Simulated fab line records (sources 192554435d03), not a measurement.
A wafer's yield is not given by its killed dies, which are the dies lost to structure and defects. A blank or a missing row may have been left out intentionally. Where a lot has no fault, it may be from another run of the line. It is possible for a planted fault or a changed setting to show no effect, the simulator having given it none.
What tool caused it? || flow n5 finfet || 72 wafers from 24 lots sampled at 4 of the route's 1938 steps

== WHAT EACH GAUGE READ, for each wafer ==
N5_HKMG_FIN_CD_MEAS_49: the cd target is 202 nm. Usual: cd nm 201.7 nm, standard deviation 0.7.
{"lot": "L074", "measured": "day 3 23:21", "on": "cd sem-02", "cd nm (nm)": "202.1 200.8 201.2", "flag": ""}
{"lot": "L075", "measured": "day 4 09:29", "on": "cd sem-03", "cd nm (nm)": "202.0 201.0 200.6", "flag": ""}
{"lot": "L076", "measured": "day 4 10:32", "on": "cd sem-01", "cd nm (nm)": "201.4 201.8 203.2", "flag": ""}
{"lot": "L077", "measured": "day 4 20:11", "on": "cd sem-02", "cd nm (nm)": "201.8 202.3 202.5", "flag": ""}
{"lot": "L078", "measured": "day 5 02:09", "on": "cd sem-01", "cd nm (nm)": "202.1 200.7 200.8", "flag": ""}
{"lot": "L079", "measured": "day 5 06:37", "on": "cd sem-01", "cd nm (nm)": "201.9 202.1 201.4", "flag": ""}
{"lot": "L080", "measured": "day 5 14:42", "on": "cd sem-02", "cd nm (nm)": "201.9 201.9 201.7", "flag": ""}
{"lot": "L081", "measured": "day 5 17:28", "on": "cd sem-03", "cd nm (nm)": "202.9 201.4 201.4", "flag": ""}
{"lot": "L082", "measured": "day 6 02:39", "on": "cd sem-01", "cd nm (nm)": "200.3 201.2 201.2", "flag": ""}
{"lot": "L083", "measured": "day 6 06:44", "on": "cd sem-03", "cd nm (nm)": "202.0 201.0 201.9", "flag": ""}
{"lot": "L084", "measured": "day 6 13:26", "on": "cd sem-03", "cd nm (nm)": "202.7 202.3 201.3", "flag": ""}
{"lot": "L085", "measured": "day 6 19:13", "on": "cd sem-02", "cd nm (nm)": "201.7 201.3 201.3", "flag": ""}
{"lot": "L086", "measured": "day 7 01:35", "on": "cd sem-03", "cd nm (nm)": "203.7 202.0 200.7", "flag": ""}
{"lot": "L087", "measured": "day 7 08:38", "on": "cd sem-02", "cd nm (nm)": "203.8 202.6 202.3", "flag": ""}
{"lot": "L088", "measured": "day 7 16:41", "on": "cd sem-02", "cd nm (nm)": "201.7 201.7 201.6", "flag": ""}
{"lot": "L089", "measured": "day 7 18:32", "on": "cd sem-01", "cd nm (nm)": "201.9 200.6 201.4", "flag": ""}
{"lot": "L090", "measured": "day 8 04:30", "on": "cd sem-02", "cd nm (nm)": "201.9 203.1 203.0", "flag": ""}
{"lot": "L091", "measured": "day 8 11:32", "on": "cd sem-01", "cd nm (nm)": "202.2 201.6 201.2", "flag": ""}
{"lot": "L092", "measured": "day 8 12:25", "on": "cd sem-02", "cd nm (nm)": "202.6 201.6 200.3", "flag": ""}
{"lot": "L093", "measured": "day 8 22:32", "on": "cd sem-01", "cd nm (nm)": "201.7 201.8 201.2", "flag": ""}
{"lot": "L094", "measured": "day 8 23:58", "on": "cd sem-01", "cd nm (nm)": "201.1 201.2 202.0", "flag": ""}
{"lot": "L095", "measured": "day 9 05:23", "on": "cd sem-03", "cd nm (nm)": "200.9 201.1 201.9", "flag": ""}
{"lot": "L096", "measured": "day 9 19:36", "on": "cd sem-03", "cd nm (nm)": "201.7 201.6 202.2", "flag": ""}
{"lot": "L097", "measured": "day 10 00:32", "on": "cd sem-02", "cd nm (nm)": "202.4 202.4 201.6", "flag": ""}

N5_HKMG_FIN_INSPECT_14: inspects for defects (macro). Usual: raw defect count 2.0, standard deviation 1.3.
{"lot": "L074", "measured": "day 4 02:56", "on": "defect inspect-01", "raw defect count": "0 3 1", "flag": ""}
{"lot": "L075", "measured": "day 4 12:58", "on": "defect inspect-02", "raw defect count": "0 1 2", "flag": ""}
{"lot": "L076", "measured": "day 4 14:02", "on": "defect inspect-01", "raw defect count": "0 0 2", "flag": ""}
{"lot": "L077", "measured": "day 4 23:47", "on": "defect inspect-02", "raw defect count": "2 4 3", "flag": ""}
{"lot": "L078", "measured": "day 5 05:55", "on": "defect inspect-01", "raw defect count": "1 2 0", "flag": ""}
{"lot": "L079", "measured": "day 5 09:55", "on": "defect inspect-02", "raw defect count": "0 2 4", "flag": ""}
{"lot": "L080", "measured": "day 5 18:11", "on": "defect inspect-02", "raw defect count": "2 3 3", "flag": ""}
{"lot": "L081", "measured": "day 5 21:05", "on": "defect inspect-02", "raw defect count": "2 0 1", "flag": ""}
{"lot": "L082", "measured": "day 6 06:14", "on": "defect inspect-01", "raw defect count": "0 3 0", "flag": ""}
{"lot": "L083", "measured": "day 6 10:09", "on": "defect inspect-02", "raw defect count": "2 0 4", "flag": ""}
{"lot": "L084", "measured": "day 6 16:49", "on": "defect inspect-01", "raw defect count": "2 2 2", "flag": ""}
{"lot": "L085", "measured": "day 6 22:44", "on": "defect inspect-02", "raw defect count": "3 1 4", "flag": ""}
{"lot": "L086", "measured": "day 7 05:16", "on": "defect inspect-01", "raw defect count": "2 4 2", "flag": ""}
{"lot": "L087", "measured": "day 7 12:04", "on": "defect inspect-01", "raw defect count": "3 2 1", "flag": ""}
{"lot": "L088", "measured": "day 7 20:06", "on": "defect inspect-02", "raw defect count": "2 3 1", "flag": ""}
{"lot": "L089", "measured": "day 7 22:20", "on": "defect inspect-01", "raw defect count": "2 1 3", "flag": ""}
{"lot": "L090", "measured": "day 8 07:56", "on": "defect inspect-02", "raw defect count": "3 2 2", "flag": ""}
{"lot": "L091", "measured": "day 8 15:04", "on": "defect inspect-01", "raw defect count": "3 4 4", "flag": ""}
{"lot": "L092", "measured": "day 8 15:50", "on": "defect inspect-01", "raw defect count": "1 3 2", "flag": ""}
{"lot": "L093", "measured": "day 9 01:50", "on": "defect inspect-01", "raw defect count": "1 4 4", "flag": ""}
{"lot": "L094", "measured": "day 9 03:37", "on": "defect inspect-02", "raw defect count": "1 1 1", "flag": ""}
{"lot": "L095", "measured": "day 9 09:05", "on": "defect inspect-01", "raw defect count": "3 3 2", "flag": ""}
{"lot": "L096", "measured": "day 9 23:08", "on": "defect inspect-02", "raw defect count": "2 1 2", "flag": ""}
{"lot": "L097", "measured": "day 10 04:16", "on": "defect inspect-02", "raw defect count": "0 4 1", "flag": ""}

== WHICH TOOL RAN EACH LOT (tool, then ch and the chambers of the sampled wafers, then the start) ==
{"lot": "L074", "N5_DUMMY_REMOVAL_STRIP_10": "rie diel-06 ch 0,2,3, day 3 21:44", "N5_HKMG_FIN_ETCH_55": "rie diel-05 ch 1,2,3, day 3 23:33"}
{"lot": "L075", "N5_DUMMY_REMOVAL_STRIP_10": "rie diel-04 ch 0,1,3, day 4 07:33", "N5_HKMG_FIN_ETCH_55": "rie diel-01 ch 2,3, day 4 09:40"}
{"lot": "L076", "N5_DUMMY_REMOVAL_STRIP_10": "rie diel-03 ch 1,2, day 4 08:35", "N5_HKMG_FIN_ETCH_55": "rie diel-05 ch 0,1,3, day 4 10:46"}
{"lot": "L077", "N5_DUMMY_REMOVAL_STRIP_10": "rie diel-06 ch 2,3, day 4 18:44", "N5_HKMG_FIN_ETCH_55": "rie diel-01 ch 0,2,3, day 4 20:28"}
{"lot": "L078", "N5_DUMMY_REMOVAL_STRIP_10": "rie diel-03 ch 0,2, day 5 00:40", "N5_HKMG_FIN_ETCH_55": "rie diel-02 ch 0,1, day 5 02:40"}
{"lot": "L079", "N5_DUMMY_REMOVAL_STRIP_10": "rie diel-03 ch 0,2,3, day 5 05:16", "N5_HKMG_FIN_ETCH_55": "rie diel-05 ch 0,1,2, day 5 06:48"}
{"lot": "L080", "N5_DUMMY_REMOVAL_STRIP_10": "rie diel-03 ch 0,1,3, day 5 13:14", "N5_HKMG_FIN_ETCH_55": "rie diel-01 ch 0,2,3, day 5 14:53"}
{"lot": "L081", "N5_DUMMY_REMOVAL_STRIP_10": "rie diel-04 ch 0,2,3, day 5 16:03", "N5_HKMG_FIN_ETCH_55": "rie diel-01 ch 0,3, day 5 17:50"}
{"lot": "L082", "N5_DUMMY_REMOVAL_STRIP_10": "rie diel-04 ch 1,2, day 6 01:05", "N5_HKMG_FIN_ETCH_55": "rie diel-02 ch 0,2,3, day 6 02:50"}
{"lot": "L083", "N5_DUMMY_REMOVAL_STRIP_10": "rie diel-03 ch 1,2,3, day 6 05:14", "N5_HKMG_FIN_ETCH_55": "rie diel-05 ch 1,2,3, day 6 06:55"}
{"lot": "L084", "N5_DUMMY_REMOVAL_STRIP_10": "rie diel-06 ch 0,1,3, day 6 12:06", "N5_HKMG_FIN_ETCH_55": "rie diel-05 ch 0,2,3, day 6 13:41"}
{"lot": "L085", "N5_DUMMY_REMOVAL_STRIP_10": "rie diel-03 ch 1,2,3, day 6 17:52", "N5_HKMG_FIN_ETCH_55": "rie diel-05 ch 1,2,3, day 6 19:30"}
{"lot": "L086", "N5_DUMMY_REMOVAL_STRIP_10": "rie diel-03 ch 0,1, day 7 00:14", "N5_HKMG_FIN_ETCH_55": "rie diel-02 ch 0,2,3, day 7 02:01"}
{"lot": "L087", "N5_DUMMY_REMOVAL_STRIP_10": "rie diel-03 ch 0,1,2, day 7 07:10", "N5_HKMG_FIN_ETCH_55": "rie diel-05 ch 1,2,3, day 7 08:49"}
{"lot": "L088", "N5_DUMMY_REMOVAL_STRIP_10": "rie diel-04 ch 0,1, day 7 15:20", "N5_HKMG_FIN_ETCH_55": "rie diel-01 ch 1,2, day 7 16:52"}
{"lot": "L089", "N5_DUMMY_REMOVAL_STRIP_10": "rie diel-04 ch 0,1, day 7 17:03", "N5_HKMG_FIN_ETCH_55": "rie diel-01 ch 0,3, day 7 19:01"}
{"lot": "L090", "N5_DUMMY_REMOVAL_STRIP_10": "rie diel-03 ch 0,2,3, day 8 03:01", "N5_HKMG_FIN_ETCH_55": "rie diel-05 ch 0,1,3, day 8 04:48"}
{"lot": "L091", "N5_DUMMY_REMOVAL_STRIP_10": "rie diel-06 ch 0,1,3, day 8 10:01", "N5_HKMG_FIN_ETCH_55": "rie diel-01 ch 2,3, day 8 11:49"}
{"lot": "L092", "N5_DUMMY_REMOVAL_STRIP_10": "rie diel-04 ch 0,2,3, day 8 10:48", "N5_HKMG_FIN_ETCH_55": "rie diel-01 ch 0,2,3, day 8 12:36"}
{"lot": "L093", "N5_DUMMY_REMOVAL_STRIP_10": "rie diel-03 ch 0,1, day 8 20:55", "N5_HKMG_FIN_ETCH_55": "rie diel-02 ch 1,2,3, day 8 22:43"}
{"lot": "L094", "N5_DUMMY_REMOVAL_STRIP_10": "rie diel-03 ch 0,3, day 8 22:18", "N5_HKMG_FIN_ETCH_55": "rie diel-05 ch 0,1,3, day 9 00:12"}
{"lot": "L095", "N5_DUMMY_REMOVAL_STRIP_10": "rie diel-06 ch 0,2,3, day 9 03:47", "N5_HKMG_FIN_ETCH_55": "rie diel-05 ch 0,1, day 9 05:37"}
{"lot": "L096", "N5_DUMMY_REMOVAL_STRIP_10": "rie diel-06 ch 0,1,3, day 9 17:55", "N5_HKMG_FIN_ETCH_55": "rie diel-05 ch 0,1, day 9 19:50"}
{"lot": "L097", "N5_DUMMY_REMOVAL_STRIP_10": "rie diel-03 ch 2,3, day 9 22:56", "N5_HKMG_FIN_ETCH_55": "rie diel-01 ch 0,1,3, day 10 00:43"}
- N5_DUMMY_REMOVAL_STRIP_10: strips in N2/H2, time 40 s.
- N5_HKMG_FIN_ETCH_55: etches SOC in N2/H2, target depth 240 nm, time 300 s.

== WHAT THE TOOLS THEMSELVES READ (means of the sampled wafers that have a number; where no wafer has one, the mark that the record gives instead) ==
N5_DUMMY_REMOVAL_STRIP_10. Usual: drypump motor current A 5.9 A, standard deviation 0.34; oes product au 0.76 a.u., standard deviation 0.082; rf vpp V 45.2 V, standard deviation 0.88; showerhead plenum p Torr 3.30 Torr, standard deviation 0.11; throttle valve pct 12.20 %, standard deviation 0.2.
{"lot": "L074", "tool": "rie diel-06", "drypump motor current A (A)": 5.8, "oes product au (a.u.)": 0.74, "rf vpp V (V)": 45.4, "showerhead plenum p Torr (Torr)": 3.31, "throttle valve pct (%)": 12.23, "flag": ""}
{"lot": "L075", "tool": "rie diel-04", "drypump motor current A (A)": 5.8, "oes product au (a.u.)": 0.79, "rf vpp V (V)": 45.8, "showerhead plenum p Torr (Torr)": 3.28, "throttle valve pct (%)": 11.91, "flag": ""}
{"lot": "L076", "tool": "rie diel-03", "drypump motor current A (A)": 6.0, "oes product au (a.u.)": 0.73, "rf vpp V (V)": 45.1, "showerhead plenum p Torr (Torr)": 3.26, "throttle valve pct (%)": 12.26, "flag": ""}
{"lot": "L077", "tool": "rie diel-06", "drypump motor current A (A)": 5.9, "oes product au (a.u.)": 0.74, "rf vpp V (V)": 45.2, "showerhead plenum p Torr (Torr)": 3.40, "throttle valve pct (%)": 12.24, "flag": ""}
{"lot": "L078", "tool": "rie diel-03", "drypump motor current A (A)": 6.1, "oes product au (a.u.)": 0.85, "rf vpp V (V)": 46.0, "showerhead plenum p Torr (Torr)": 3.40, "throttle valve pct (%)": 12.14, "flag": ""}
{"lot": "L079", "tool": "rie diel-03", "drypump motor current A (A)": 6.0, "oes product au (a.u.)": 0.78, "rf vpp V (V)": 45.1, "showerhead plenum p Torr (Torr)": 3.32, "throttle valve pct (%)": 12.13, "flag": ""}
{"lot": "L080", "tool": "rie diel-03", "drypump motor current A (A)": 5.6, "oes product au (a.u.)": 0.79, "rf vpp V (V)": 44.6, "showerhead plenum p Torr (Torr)": 3.29, "throttle valve pct (%)": 12.24, "flag": ""}
{"lot": "L081", "tool": "rie diel-04", "drypump motor current A (A)": 5.7, "oes product au (a.u.)": 0.76, "rf vpp V (V)": 45.7, "showerhead plenum p Torr (Torr)": 3.28, "throttle valve pct (%)": 12.09, "flag": ""}
{"lot": "L082", "tool": "rie diel-04", "drypump motor current A (A)": 6.1, "oes product au (a.u.)": 0.73, "rf vpp V (V)": 45.4, "showerhead plenum p Torr (Torr)": 3.47, "throttle valve pct (%)": 12.30, "flag": ""}
{"lot": "L083", "tool": "rie diel-03", "drypump motor current A (A)": 5.9, "oes product au (a.u.)": 0.71, "rf vpp V (V)": 44.9, "showerhead plenum p Torr (Torr)": 3.24, "throttle valve pct (%)": 12.23, "flag": ""}
{"lot": "L084", "tool": "rie diel-06", "drypump motor current A (A)": 5.9, "oes product au (a.u.)": 0.82, "rf vpp V (V)": 44.4, "showerhead plenum p Torr (Torr)": 3.25, "throttle valve pct (%)": 12.19, "flag": ""}
{"lot": "L085", "tool": "rie diel-03", "drypump motor current A (A)": 5.9, "oes product au (a.u.)": 0.71, "rf vpp V (V)": 45.1, "showerhead plenum p Torr (Torr)": 3.24, "throttle valve pct (%)": 12.24, "flag": ""}
{"lot": "L086", "tool": "rie diel-03", "drypump motor current A (A)": 5.7, "oes product au (a.u.)": 0.79, "rf vpp V (V)": 44.8, "showerhead plenum p Torr (Torr)": 3.29, "throttle valve pct (%)": 12.34, "flag": ""}
{"lot": "L087", "tool": "rie diel-03", "drypump motor current A (A)": 6.0, "oes product au (a.u.)": 0.77, "rf vpp V (V)": 44.2, "showerhead plenum p Torr (Torr)": 3.32, "throttle valve pct (%)": 12.24, "flag": ""}
{"lot": "L088", "tool": "rie diel-04", "drypump motor current A (A)": 5.7, "oes product au (a.u.)": 0.76, "rf vpp V (V)": 44.6, "showerhead plenum p Torr (Torr)": 3.30, "throttle valve pct (%)": 12.05, "flag": ""}
{"lot": "L089", "tool": "rie diel-04", "drypump motor current A (A)": 5.7, "oes product au (a.u.)": 0.76, "rf vpp V (V)": 45.0, "showerhead plenum p Torr (Torr)": 3.30, "throttle valve pct (%)": 12.04, "flag": ""}
{"lot": "L090", "tool": "rie diel-03", "drypump motor current A (A)": 6.0, "oes product au (a.u.)": 0.76, "rf vpp V (V)": 45.5, "showerhead plenum p Torr (Torr)": 3.31, "throttle valve pct (%)": 12.19, "flag": ""}
{"lot": "L091", "tool": "rie diel-06", "drypump motor current A (A)": 5.9, "oes product au (a.u.)": 0.79, "rf vpp V (V)": 44.1, "showerhead plenum p Torr (Torr)": 3.24, "throttle valve pct (%)": 12.23, "flag": ""}
{"lot": "L092", "tool": "rie diel-04", "drypump motor current A (A)": 5.7, "oes product au (a.u.)": 0.74, "rf vpp V (V)": 45.2, "showerhead plenum p Torr (Torr)": 3.27, "throttle valve pct (%)": 12.15, "flag": ""}
{"lot": "L093", "tool": "rie diel-03", "drypump motor current A (A)": 5.8, "oes product au (a.u.)": 0.82, "rf vpp V (V)": 44.5, "showerhead plenum p Torr (Torr)": 3.36, "throttle valve pct (%)": 12.30, "flag": ""}
{"lot": "L094", "tool": "rie diel-03", "drypump motor current A (A)": 5.8, "oes product au (a.u.)": 0.82, "rf vpp V (V)": 45.9, "showerhead plenum p Torr (Torr)": 3.35, "throttle valve pct (%)": 12.23, "flag": ""}
{"lot": "L095", "tool": "rie diel-06", "drypump motor current A (A)": 5.8, "oes product au (a.u.)": 0.71, "rf vpp V (V)": 45.0, "showerhead plenum p Torr (Torr)": 3.29, "throttle valve pct (%)": 12.32, "flag": ""}
{"lot": "L096", "tool": "rie diel-06", "drypump motor current A (A)": 5.9, "oes product au (a.u.)": 0.78, "rf vpp V (V)": 45.3, "showerhead plenum p Torr (Torr)": 3.24, "throttle valve pct (%)": 12.24, "flag": ""}
{"lot": "L097", "tool": "rie diel-03", "drypump motor current A (A)": 5.9, "oes product au (a.u.)": 0.79, "rf vpp V (V)": 44.8, "showerhead plenum p Torr (Torr)": 3.23, "throttle valve pct (%)": 12.02, "flag": ""}

N5_HKMG_FIN_ETCH_55. Usual: drypump motor current A 5.5 A, standard deviation 0.38; oes product au 0.81 a.u., standard deviation 0.08; rf vpp V 524.8 V, standard deviation 2.5; showerhead plenum p Torr 2.58 Torr, standard deviation 0.086; throttle valve pct 17.9 %, standard deviation 0.32.
{"lot": "L074", "tool": "rie diel-05", "drypump motor current A (A)": 5.3, "oes product au (a.u.)": 0.81, "rf vpp V (V)": 526.6, "showerhead plenum p Torr (Torr)": 2.63, "throttle valve pct (%)": 17.8, "flag": ""}
{"lot": "L075", "tool": "rie diel-01", "drypump motor current A (A)": 5.5, "oes product au (a.u.)": 0.81, "rf vpp V (V)": 524.5, "showerhead plenum p Torr (Torr)": 2.58, "throttle valve pct (%)": 17.9, "flag": ""}
{"lot": "L076", "tool": "rie diel-05", "drypump motor current A (A)": 5.4, "oes product au (a.u.)": 0.89, "rf vpp V (V)": 525.2, "showerhead plenum p Torr (Torr)": 2.58, "throttle valve pct (%)": 17.7, "flag": ""}
{"lot": "L077", "tool": "rie diel-01", "drypump motor current A (A)": 5.6, "oes product au (a.u.)": 0.78, "rf vpp V (V)": 523.5, "showerhead plenum p Torr (Torr)": 2.53, "throttle valve pct (%)": 17.9, "flag": ""}
{"lot": "L078", "tool": "rie diel-02", "drypump motor current A (A)": 4.9, "oes product au (a.u.)": 0.79, "rf vpp V (V)": 526.1, "showerhead plenum p Torr (Torr)": 2.61, "throttle valve pct (%)": 17.9, "flag": ""}
{"lot": "L079", "tool": "rie diel-05", "drypump motor current A (A)": 5.4, "oes product au (a.u.)": 0.82, "rf vpp V (V)": 525.6, "showerhead plenum p Torr (Torr)": 2.58, "throttle valve pct (%)": 17.7, "flag": ""}
{"lot": "L080", "tool": "rie diel-01", "drypump motor current A (A)": 5.6, "oes product au (a.u.)": 0.77, "rf vpp V (V)": 523.3, "showerhead plenum p Torr (Torr)": 2.52, "throttle valve pct (%)": 17.9, "flag": ""}
{"lot": "L081", "tool": "rie diel-01", "drypump motor current A (A)": 5.9, "oes product au (a.u.)": 0.74, "rf vpp V (V)": 521.4, "showerhead plenum p Torr (Torr)": 2.46, "throttle valve pct (%)": 18.2, "flag": ""}
{"lot": "L082", "tool": "rie diel-02", "drypump motor current A (A)": 5.5, "oes product au (a.u.)": 0.82, "rf vpp V (V)": 525.2, "showerhead plenum p Torr (Torr)": 2.60, "throttle valve pct (%)": 17.8, "flag": ""}
{"lot": "L083", "tool": "rie diel-05", "drypump motor current A (A)": 5.3, "oes product au (a.u.)": 0.79, "rf vpp V (V)": 525.9, "showerhead plenum p Torr (Torr)": 2.63, "throttle valve pct (%)": 17.8, "flag": ""}
{"lot": "L084", "tool": "rie diel-05", "drypump motor current A (A)": 5.2, "oes product au (a.u.)": 0.84, "rf vpp V (V)": 524.3, "showerhead plenum p Torr (Torr)": 2.57, "throttle valve pct (%)": 18.0, "flag": ""}
{"lot": "L085", "tool": "rie diel-05", "drypump motor current A (A)": 5.3, "oes product au (a.u.)": 0.78, "rf vpp V (V)": 526.3, "showerhead plenum p Torr (Torr)": 2.62, "throttle valve pct (%)": 17.8, "flag": ""}
{"lot": "L086", "tool": "rie diel-02", "drypump motor current A (A)": 5.5, "oes product au (a.u.)": 0.80, "rf vpp V (V)": 524.7, "showerhead plenum p Torr (Torr)": 2.60, "throttle valve pct (%)": 17.8, "flag": ""}
{"lot": "L087", "tool": "rie diel-05", "drypump motor current A (A)": 5.3, "oes product au (a.u.)": 0.78, "rf vpp V (V)": 525.1, "showerhead plenum p Torr (Torr)": 2.62, "throttle valve pct (%)": 17.8, "flag": ""}
{"lot": "L088", "tool": "rie diel-01", "drypump motor current A (A)": 5.5, "oes product au (a.u.)": 0.86, "rf vpp V (V)": 526.6, "showerhead plenum p Torr (Torr)": 2.67, "throttle valve pct (%)": 17.9, "flag": ""}
{"lot": "L089", "tool": "rie diel-01", "drypump motor current A (A)": 6.0, "oes product au (a.u.)": 0.73, "rf vpp V (V)": 522.3, "showerhead plenum p Torr (Torr)": 2.46, "throttle valve pct (%)": 18.2, "flag": ""}
{"lot": "L090", "tool": "rie diel-05", "drypump motor current A (A)": 5.4, "oes product au (a.u.)": 0.84, "rf vpp V (V)": 524.8, "showerhead plenum p Torr (Torr)": 2.56, "throttle valve pct (%)": 17.8, "flag": ""}
{"lot": "L091", "tool": "rie diel-01", "drypump motor current A (A)": 5.6, "oes product au (a.u.)": 0.77, "rf vpp V (V)": 524.9, "showerhead plenum p Torr (Torr)": 2.56, "throttle valve pct (%)": 18.0, "flag": ""}
{"lot": "L092", "tool": "rie diel-01", "drypump motor current A (A)": 5.6, "oes product au (a.u.)": 0.74, "rf vpp V (V)": 523.3, "showerhead plenum p Torr (Torr)": 2.51, "throttle valve pct (%)": 18.0, "flag": ""}
{"lot": "L093", "tool": "rie diel-02", "drypump motor current A (A)": 5.5, "oes product au (a.u.)": 0.80, "rf vpp V (V)": 526.3, "showerhead plenum p Torr (Torr)": 2.64, "throttle valve pct (%)": 17.8, "flag": ""}
{"lot": "L094", "tool": "rie diel-05", "drypump motor current A (A)": 5.4, "oes product au (a.u.)": 0.84, "rf vpp V (V)": 524.3, "showerhead plenum p Torr (Torr)": 2.56, "throttle valve pct (%)": 17.8, "flag": ""}
{"lot": "L095", "tool": "rie diel-05", "drypump motor current A (A)": 5.5, "oes product au (a.u.)": 0.81, "rf vpp V (V)": 526.1, "showerhead plenum p Torr (Torr)": 2.57, "throttle valve pct (%)": 17.4, "flag": ""}
{"lot": "L096", "tool": "rie diel-05", "drypump motor current A (A)": 5.5, "oes product au (a.u.)": 0.85, "rf vpp V (V)": 524.3, "showerhead plenum p Torr (Torr)": 2.51, "throttle valve pct (%)": 17.7, "flag": ""}
{"lot": "L097", "tool": "rie diel-01", "drypump motor current A (A)": 5.8, "oes product au (a.u.)": 0.87, "rf vpp V (V)": 526.3, "showerhead plenum p Torr (Torr)": 2.66, "throttle valve pct (%)": 18.0, "flag": ""}

== THE ANSWER, worked out from the rows above alone ==
Rule: lot off if the mean of its wafers having a number is beyond 3 standard deviations from the usual mean. A lot without any number at a reading at which 4 lots or more have one is off too. The other lots that the step has rows for count as sound. The gauges are gone through in route order, then the tools' own readings, and for those a lot's mean is taken as printed above. The first step at which some lot is off is used, and at that step the reading that is off furthest; a lot without a number counts as furthest.
None of the lots is off at any reading shown; this tells nothing.

== WHAT THE SIMULATOR HAD PUT IN ==
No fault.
